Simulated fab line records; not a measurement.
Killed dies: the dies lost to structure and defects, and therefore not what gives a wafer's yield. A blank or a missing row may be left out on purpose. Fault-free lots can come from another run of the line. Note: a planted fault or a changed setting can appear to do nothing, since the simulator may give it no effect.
The tool behind it: which one? | flow n5 finfet | Sampling: 9 lots, 27 wafers, 5 of 1938 route steps

== WHAT THE GAUGES READ, wafer by wafer ==
N5_BEOL_M4_RC_MEAS_101. Usual: DIBL_N 37.3 mV/V, standard deviation 2.3; DIBL_P 37.4 mV/V, standard deviation 2.9; IOFF_N 0.18 nA/um, standard deviation 0.045; IOFF_P 0.25 nA/um, standard deviation 0.054; ION_N 679 uA/um, standard deviation 15; ION_P 468 uA/um, standard deviation 9.7; SS_N 71.8 mV/dec, standard deviation 0.62; SS_P 73.6 mV/dec, standard deviation 0.76; VT_N 248 mV, standard deviation 4.1; VT_P -248 mV, standard deviation 3.6.
lot  | measured     | on        | DIBL_N (mV/V)  | DIBL_P (mV/V)  | IOFF_N (nA/um) | IOFF_P (nA/um) | ION_N (uA/um) | ION_P (uA/um) | SS_N (mV/dec)  | SS_P (mV/dec)  | VT_N (mV)   | VT_P (mV)      | flag
L924 | day 8 14:34  | prober-01 | 36.8 36.2 37.5 | 37.7 35.5 37.9 | 0.16 0.14 0.17 | 0.26 0.24 0.28 | 687 669 689   | 483 466 482   | 72.0 71.4 71.9 | 74.3 73.4 73.8 | 247 251 246 | -246 -245 -246 |
L925 | day 8 21:56  | prober-02 | 33.6 32.9 37.0 | 32.9 33.4 36.0 | 0.12 0.12 0.18 | 0.20 0.20 0.24 | 655 667 675   | 456 469 464   | 71.0 70.7 71.3 | 73.3 72.9 73.5 | 252 255 247 | -247 -248 -249 |
L927 | day 8 22:00  | prober-01 | 36.8 38.7 37.2 | 36.0 38.6 37.3 | 0.17 0.21 0.18 | 0.23 0.28 0.26 | 683 687 692   | 464 473 480   | 71.3 72.1 71.9 | 73.0 74.0 74.4 | 251 247 248 | -249 -245 -245 |
L928 | day 9 03:22  | prober-02 | 39.0 40.6 37.3 | 39.4 43.2 38.2 | 0.20 0.26 0.17 | 0.25 0.31 0.22 | 681 693 698   | 464 473 469   | 71.6 72.8 72.0 | 74.0 74.9 73.0 | 247 243 248 | -249 -248 -251 |
L932 | day 10 02:01 | prober-02 | 39.1 38.3 41.6 | 39.9 37.7 44.0 | 0.21 0.19 0.27 | 0.28 0.24 0.34 | 685 680 706   | 467 461 480   | 71.8 71.5 73.0 | 74.1 72.9 75.6 | 245 248 244 | -247 -249 -245 |
L935 | day 11 02:35 | prober-02 | 39.9 41.4 40.8 | 41.3 42.9 42.1 | 0.23 0.26 0.24 | 0.32 0.39 0.35 | 704 688 692   | 487 475 484   | 72.3 72.9 71.7 | 74.4 74.6 74.7 | 243 241 241 | -244 -241 -241 |
L938 | day 11 22:19 | prober-01 | 41.3 36.2 35.9 | 41.0 35.4 33.3 | 0.29 0.17 0.14 | 0.34 0.23 0.19 | 697 689 667   | 476 479 455   | 71.5 71.1 71.7 | 74.8 73.6 72.6 | 239 246 251 | -244 -246 -250 |
L939 | day 12 05:07 | prober-02 | 33.5 32.0 35.5 | 34.4 33.1 35.0 | 0.14 0.13 0.16 | 0.20 0.19 0.21 | 669 679 652   | 463 468 450   | 70.6 70.6 71.8 | 73.1 72.6 73.5 | 251 249 251 | -249 -250 -253 |
L940 | day 12 06:49 | prober-01 | 38.4 36.5 37.4 | 39.6 37.6 38.9 | 0.22 0.18 0.21 | 0.29 0.25 0.28 | 672 695 703   | 459 473 474   | 73.0 71.3 71.7 | 74.3 74.1 74.2 | 248 248 245 | -246 -246 -244 |

== WHICH TOOL RAN EACH LOT (tool, then ch and the chambers of the sampled wafers, then the start) ==
lot  | N5_HKMG_FIN_HK_ANNEAL_02        | N5_HKMG_FIN_ETCH_58               | N5_HKMG_FIN_STRIP_60                | N5_HKMG_FIN_ALD_79
L924 | rtp anneal-01 ch 0, day 4 07:51 | rie diel-06 ch 1,2, day 4 09:00   | plasma asher-02 ch 1, day 4 09:35   | ald metal-01 ch 0,2,3, day 4 10:04
L925 | rtp anneal-01 ch 0, day 4 11:18 | rie diel-06 ch 0,3, day 4 12:14   | plasma asher-02 ch 0,1, day 4 13:08 | ald metal-02 ch 1,2,3, day 4 13:31
L927 | rtp anneal-01 ch 0, day 5 04:04 | rie diel-02 ch 0,1, day 5 05:13   | plasma asher-01 ch 0,1, day 5 05:55 | ald metal-03 ch 0,3, day 5 06:23
L928 | rtp anneal-02 ch 0, day 5 05:19 | rie diel-02 ch 0,3, day 5 06:29   | plasma asher-02 ch 0,1, day 5 07:04 | ald metal-03 ch 1,2, day 5 07:34
L932 | rtp anneal-02 ch 0, day 6 10:41 | rie diel-02 ch 1,2,3, day 6 12:03 | plasma asher-02 ch 0,1, day 6 12:38 | ald metal-03 ch 1,2, day 6 13:07
L935 | rtp anneal-01 ch 0, day 7 03:02 | rie diel-02 ch 0,1, day 7 04:02   | plasma asher-02 ch 0,1, day 7 04:37 | ald metal-01 ch 0,1, day 7 05:06
L938 | rtp anneal-01 ch 0, day 7 18:07 | rie diel-06 ch 1,3, day 7 19:16   | plasma asher-02 ch 0,1, day 7 19:50 | ald metal-02 ch 0,1,3, day 7 20:20
L939 | rtp anneal-02 ch 0, day 7 22:38 | rie diel-04 ch 2,3, day 7 23:41   | plasma asher-01 ch 0,1, day 8 00:23 | ald metal-01 ch 1,2, day 8 00:45
L940 | rtp anneal-01 ch 0, day 8 08:30 | rie diel-04 ch 0,2,3, day 8 09:37 | plasma asher-01 ch 0,1, day 8 10:11 | ald metal-01 ch 0,1,2, day 8 10:41
- N5_HKMG_FIN_HK_ANNEAL_02: time 30 s.
- N5_HKMG_FIN_ETCH_58: etches SOC in N2/H2, target depth 215.8 nm, time 741 s.
- N5_HKMG_FIN_STRIP_60: strips in N2/H2, time 360 s.
- N5_HKMG_FIN_ALD_79: deposits TiN, target thk 1.5 nm, pulse time 1 s, purge time 3 s.

== WHAT THE TOOLS THEMSELVES READ (means of the sampled wafers that have a number; where no wafer has one, the mark that the record gives instead) ==
N5_HKMG_FIN_HK_ANNEAL_02. Usual: lamp power pct 8.79 %, standard deviation 0.051; wafer_temp_C_max 703.0, standard deviation 0.7.
lot  | tool          | lamp power pct (%) | wafer_temp_C_max | flag
L924 | rtp anneal-01 | 8.77               | 702.3            |
L925 | rtp anneal-01 | 8.80               | 703.2            |
L927 | rtp anneal-01 | 8.82               | 702.8            |
L928 | rtp anneal-02 | 8.80               | 702.4            |
L932 | rtp anneal-02 | 8.77               | 702.7            |
L935 | rtp anneal-01 | 8.85               | 703.0            |
L938 | rtp anneal-01 | 8.74               | 703.2            |
L939 | rtp anneal-02 | 8.81               | 702.7            |
L940 | rtp anneal-01 | 8.80               | 703.0            |

N5_HKMG_FIN_ETCH_58. Usual: bias w 13.00 W, standard deviation 0.04; drypump motor current A 5.6 A, standard deviation 0.4; oes product au 0.78 a.u., standard deviation 0.089; rf vpp V 99.1 V, standard deviation 0.83; showerhead plenum p Torr 2.52 Torr, standard deviation 0.078; throttle valve pct 17.82 %, standard deviation 0.28.
lot  | tool        | bias w (W) | drypump motor current A (A) | oes product au (a.u.) | rf vpp V (V) | showerhead plenum p Torr (Torr) | throttle valve pct (%) | flag
L924 | rie diel-06 | 13.01      | 6.0                         | 0.93                  | 98.4         | 2.52                            | 17.99                  |
L925 | rie diel-06 | 13.01      | 5.6                         | 0.84                  | 99.2         | 2.50                            | 17.73                  |
L927 | rie diel-02 | 12.98      | 5.8                         | 0.73                  | 99.6         | 2.56                            | 17.59                  |
L928 | rie diel-02 | 13.00      | 5.4                         | 0.87                  | 99.7         | 2.55                            | 17.88                  |
L932 | rie diel-02 | 11.57      | 5.2                         | 0.77                  | 91.9         | 2.53                            | 17.79                  | OFF
L935 | rie diel-02 | 11.63      | 5.7                         | 0.70                  | 91.7         | 2.48                            | 17.59                  | OFF
L938 | rie diel-06 | 12.99      | 5.7                         | 0.88                  | 99.0         | 2.48                            | 17.76                  |
L939 | rie diel-04 | 13.00      | 5.7                         | 0.76                  | 98.8         | 2.44                            | 17.49                  |
L940 | rie diel-04 | 13.02      | 5.9                         | 0.74                  | 98.9         | 2.51                            | 17.65                  |

N5_HKMG_FIN_STRIP_60. Usual: drypump motor current A 5.8 A, standard deviation 0.45; heater power w 464 W, standard deviation 12.
lot  | tool            | drypump motor current A (A) | heater power w (W) | flag
L924 | plasma asher-02 | 5.7                         | 460                |
L925 | plasma asher-02 | 6.2                         | 467                |
L927 | plasma asher-01 | 5.3                         | 464                |
L928 | plasma asher-02 | 6.2                         | 461                |
L932 | plasma asher-02 | 5.9                         | 465                |
L935 | plasma asher-02 | 6.2                         | 471                |
L938 | plasma asher-02 | 6.2                         | 463                |
L939 | plasma asher-01 | 5.4                         | 460                |
L940 | plasma asher-01 | 5.4                         | 459                |

N5_HKMG_FIN_ALD_79. Usual: heater power w 951 W, standard deviation 86; precursor pulse height rel 0.999, standard deviation 0.022.
lot  | tool         | heater power w (W) | precursor pulse height rel | flag
L924 | ald metal-01 | 1027               | 0.981                      |
L925 | ald metal-02 | 907                | 0.991                      |
L927 | ald metal-03 | 936                | 1.002                      |
L928 | ald metal-03 | 1040               | 1.023                      |
L932 | ald metal-03 | 998                | 1.011                      |
L935 | ald metal-01 | 911                | 0.973                      |
L938 | ald metal-02 | 887                | 0.977                      |
L939 | ald metal-01 | 951                | 1.009                      |
L940 | ald metal-01 | 985                | 0.969                      |

== THE ANSWER, worked out from the rows above alone ==
Rule: lot off if the mean of its wafers having a number is beyond 3 standard deviations from the usual mean. Also off: a lot with no number at a reading for which 4 or more lots have one. All remaining lots with rows at the step are treated as sound. Order of review: gauges by route order, followed by the tools' own readings, for which a lot's mean as printed above is used. The first step at which some lot is off is used, and at that step the reading that is off furthest; a lot without a number counts as furthest.
Off at N5_HKMG_FIN_ETCH_58 (bias w): L932, L935.
If a tool, at that step or one of the process steps before it, ran each lot that is off and ran no sound lot following the first of them, it fits. One fits: rie diel-02 at N5_HKMG_FIN_ETCH_58. A fault onset in the window from L928 (day 5 06:29, its last sound lot) to L932 (day 6 12:03, its first lot off) fits.
The tool's own readings at N5_HKMG_FIN_ETCH_58 bear it out: on the lots that are off they differ by more than 5 times the standard deviation of the sound lots' means. bias w reads 11.60 W there against 13.00 W on the sound lots; rf vpp V reads 91.8 V there against 99.1 V on the sound lots.

== WHAT HAD BEEN PUT IN BY THE SIMULATOR ==
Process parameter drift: rie diel-02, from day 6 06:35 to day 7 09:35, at N5_HKMG_FIN_ETCH_58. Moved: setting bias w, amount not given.
Shown lots that were struck: L932, L935. The rule above reached the same finding.
